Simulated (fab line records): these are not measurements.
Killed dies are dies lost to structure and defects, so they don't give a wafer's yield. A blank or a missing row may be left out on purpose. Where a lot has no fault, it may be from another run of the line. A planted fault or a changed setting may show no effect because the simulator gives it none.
Chamber matching :: flow nand_harc :: NHARC_A_WL_FILL_STRIP_29 on rie_diel-10: 4 sister chambers
The step strips in O2, time 20 s. 16 wafers are shown with their chamber, then 8 later ones without.

WAFERS PAIRED WITH THEIR CHAMBERS
wafer: L074.2
chamber: 2
drypump_motor_current_A (A): 5.7
oes_product_au (a.u.): 0.995
rf_vpp_V (V): 57.3

wafer: L074.3
chamber: 0
drypump_motor_current_A (A): 5.3
oes_product_au (a.u.): 1.002
rf_vpp_V (V): 58.7

wafer: L074.6
chamber: 0
drypump_motor_current_A (A): 5.3
oes_product_au (a.u.): 1.014
rf_vpp_V (V): 58.6

wafer: L077.2
chamber: 1
drypump_motor_current_A (A): 5.7
oes_product_au (a.u.): 1.003
rf_vpp_V (V): 57.7

wafer: L077.4
chamber: 0
drypump_motor_current_A (A): 5.3
oes_product_au (a.u.): 1.006
rf_vpp_V (V): 58.1

wafer: L077.5
chamber: 1
drypump_motor_current_A (A): 5.8
oes_product_au (a.u.): 0.989
rf_vpp_V (V): 56.7

wafer: L079.1
chamber: 1
drypump_motor_current_A (A): 5.7
oes_product_au (a.u.): 0.994
rf_vpp_V (V): 58.1

wafer: L079.4
chamber: 0
drypump_motor_current_A (A): 5.3
oes_product_au (a.u.): 0.994
rf_vpp_V (V): 57.6

wafer: L079.5
chamber: 1
drypump_motor_current_A (A): 5.7
oes_product_au (a.u.): 0.998
rf_vpp_V (V): 56.8

wafer: L082.1
chamber: 0
drypump_motor_current_A (A): 5.3
oes_product_au (a.u.): 1.005
rf_vpp_V (V): 57.4

wafer: L082.3
chamber: 1
drypump_motor_current_A (A): 5.7
oes_product_au (a.u.): 1.000
rf_vpp_V (V): 57.7

wafer: L082.5
chamber: 0
drypump_motor_current_A (A): 5.3
oes_product_au (a.u.): 1.005
rf_vpp_V (V): 58.3

wafer: L083.3
chamber: 3
drypump_motor_current_A (A): 5.9
oes_product_au (a.u.): 1.013
rf_vpp_V (V): 56.4

wafer: L083.5
chamber: 0
drypump_motor_current_A (A): 5.3
oes_product_au (a.u.): 1.002
rf_vpp_V (V): 58.8

wafer: L083.6
chamber: 1
drypump_motor_current_A (A): 5.7
oes_product_au (a.u.): 0.997
rf_vpp_V (V): 57.8

wafer: L091.2
chamber: 1
drypump_motor_current_A (A): 5.7
oes_product_au (a.u.): 0.996
rf_vpp_V (V): 57.3

SIGNATURES, as means of the wafers listed above
reading: drypump_motor_current_A
chamber 0: 5.300
chamber 1: 5.714
chamber 2: 5.700
chamber 3: 5.900
scatter within a chamber: 0.0267

reading: oes_product_au
chamber 0: 1.00400
chamber 1: 0.99671
chamber 2: 0.99500
chamber 3: 1.01300
scatter within a chamber: 0.00527

reading: rf_vpp_V
chamber 0: 58.214
chamber 1: 57.443
chamber 2: 57.300
chamber 3: 56.400
scatter within a chamber: 0.537
Rule: for a wafer and a chamber, the distance is found by dividing, reading by reading, the gap between the wafer's reading and the chamber's mean by the reading's scatter, squaring, summing and taking the root. The wafer belongs to the nearest chamber; if the next one is less than 2 further off, it can't be placed. The scatter: the root of (the sum of the squares of (reading less its chamber's mean) over the shown wafers, divided by (wafers less chambers)).

WAFERS WITHOUT THEIR CHAMBER
wafer: L091.4
drypump_motor_current_A (A): 5.3
oes_product_au (a.u.): 1.000
rf_vpp_V (V): 57.1

wafer: L091.5
drypump_motor_current_A (A): 5.3
oes_product_au (a.u.): 1.007
rf_vpp_V (V): 56.8

wafer: L092.1
drypump_motor_current_A (A): 5.3
oes_product_au (a.u.): 1.004
rf_vpp_V (V): 57.3

wafer: L092.3
drypump_motor_current_A (A): 6.0
oes_product_au (a.u.): 1.013
rf_vpp_V (V): 57.6

wafer: L092.5
drypump_motor_current_A (A): 5.3
oes_product_au (a.u.): 1.009
rf_vpp_V (V): 55.8

wafer: L097.1
drypump_motor_current_A (A): 5.7
oes_product_au (a.u.): 0.987
rf_vpp_V (V): 57.8

wafer: L097.3
drypump_motor_current_A (A): 5.3
oes_product_au (a.u.): 1.011
rf_vpp_V (V): 56.4

wafer: L097.4
drypump_motor_current_A (A): 5.7
oes_product_au (a.u.): 0.996
rf_vpp_V (V): 56.9

CHAMBER TAKEN BY EACH
wafer: L091.4
from the rows above: 0
in truth: 0

wafer: L091.5
from the rows above: 0
in truth: 0

wafer: L092.1
from the rows above: 0
in truth: 0

wafer: L092.3
from the rows above: 3
in truth: 3

wafer: L092.5
from the rows above: 0
in truth: 0

wafer: L097.1
from the rows above: can't be placed: 2 or 1
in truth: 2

wafer: L097.3
from the rows above: 0
in truth: 0

wafer: L097.4
from the rows above: can't be placed: 2 or 1
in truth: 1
Correctly placed: 6 of 8. Cannot be placed on the basis of these rows: 2; the candidates contain the true chamber in 2. Number placed wrongly: 0.
